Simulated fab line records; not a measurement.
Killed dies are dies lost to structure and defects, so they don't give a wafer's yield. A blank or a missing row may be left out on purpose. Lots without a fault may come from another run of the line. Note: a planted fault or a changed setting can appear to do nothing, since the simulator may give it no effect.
A lot that was struck, set against a sound lot + flow nandHarc + 15 out of 1159 route steps
Sound: the wafers L194.1, L194.3, L194.6. Wafers struck: L192.1, L192.5, L192.6. The cause comes at the end.
At each step with rows: each side's tool, then ch and its chambers, then its first start. Under that, the readings that differ: sound wafers + struck wafers + difference of the means + sigmas: that difference in standard deviations of wafers without a fault.
alike: readings whose means differ by less than 2 such deviations, and words and numbers that are the same on both sides. not compared: withheld readings, readings that some wafer has no value for, bounds like >300 that may hide the same value, and numbers for which the record gives no deviation and whose values overlap.
Wherever a step has rows on one side only, a row that says differs or no value, or a row with sigmas, the two part there. Numbers that don't overlap but have no deviation are shown without sigmas and don't part them. A reading missing from all wafers of one side parts the sides only when that side holds two or more wafers.

first, 2 steps without rows for these wafers: NHARC_THIN_TSV_DESCUM_14 (chemistry O2, time 3 s); NHARC_THIN_TSV_ETCH_44 (etches the open film in CF4/O2, target depth 1594.2 nm, time 797.1 s).
NHARC_THIN_TSV_ETCH_15: target depth 3000 nm, bosch target overetch cycles 2, bosch etch step 2.8 s.
  sound on rieSi-05 ch 0,3, day 24 13:46; struck on rieSi-04 ch 2,3, day 23 13:23
  alike: drypumpMotorCurrentA
  not compared: rfHoursCounterH
NHARC_THIN_TSV_CD_MEAS_16:
  sound on cdSem-02 at day 24 13:56; struck on cdSem-02 at day 23 13:32
  alike: cdNm
then, 3 steps without rows for these wafers: NHARC_THIN_TSV_STRIP_45 (strips in O2); NHARC_THIN_TSV_STRIP_46 (strips in post etch residue remover, time 1200 s); NHARC_THIN_TSV_DEP_47 (deposits SiO2, target thk 200 nm).
NHARC_THIN_TSV_ETCHBACK_48: etches the open film in C4F8/Ar, target depth 1028.5 nm, time 405.17 s.
  sound on rieDiel-03 ch 0,3, day 24 15:25; struck on rieDiel-06 ch 0,3, day 23 14:50
  alike: oesProductAu, rfFwdPowerW, rfVppV
  not compared: rfHoursCounterH
NHARC_THIN_TSV_STRIP_62: strips in N2/H2, time 20 s.
  sound on plasmaAsher-01 ch 0,1, day 24 15:49; struck on plasmaAsher-01 ch 0,1, day 23 15:25
  alike: drypumpMotorCurrentA, heaterPowerW
  not compared: rfHoursCounterH
NHARC_THIN_TSV_DEGAS_49: time 120 s.
  sound on pvdSputter-03 at day 24 15:58; struck on pvdSputter-01 at day 23 15:38
  alike: heaterPowerW
NHARC_THIN_TSV_PRE_CLEAN_50: time 30 s.
  sound on pvdSputter-03; struck on pvdSputter-01
  alike: heaterPowerW
then, 1 step without rows for these wafers: NHARC_THIN_TSV_PVD_19 (deposits TaN, target thk 20 nm).
NHARC_THIN_TSV_PVD_51: deposits Cu, target thk 100 nm.
  sound on pvdSputter-03 at day 24 16:16; struck on pvdSputter-01 at day 23 15:53
  no value came back on the struck wafers for chamberPressurePa (Pa), throttleValvePct (%); on the sound wafers chamberPressurePa (Pa) reads 5.000 5.012 5.007
then, 1 step without rows for these wafers: NHARC_THIN_TSV_ECD_20 (material Cu, target thk 2000 nm).
NHARC_END_SORT_01:
  here the record holds rows for the struck wafers (prober-02 ch 0, day 24 04:55) but none for the sound ones

WHERE THEY PART
First at NHARC_THIN_TSV_PVD_51; last, within this record, at NHARC_END_SORT_01.

WHY: whatever the simulator had introduced
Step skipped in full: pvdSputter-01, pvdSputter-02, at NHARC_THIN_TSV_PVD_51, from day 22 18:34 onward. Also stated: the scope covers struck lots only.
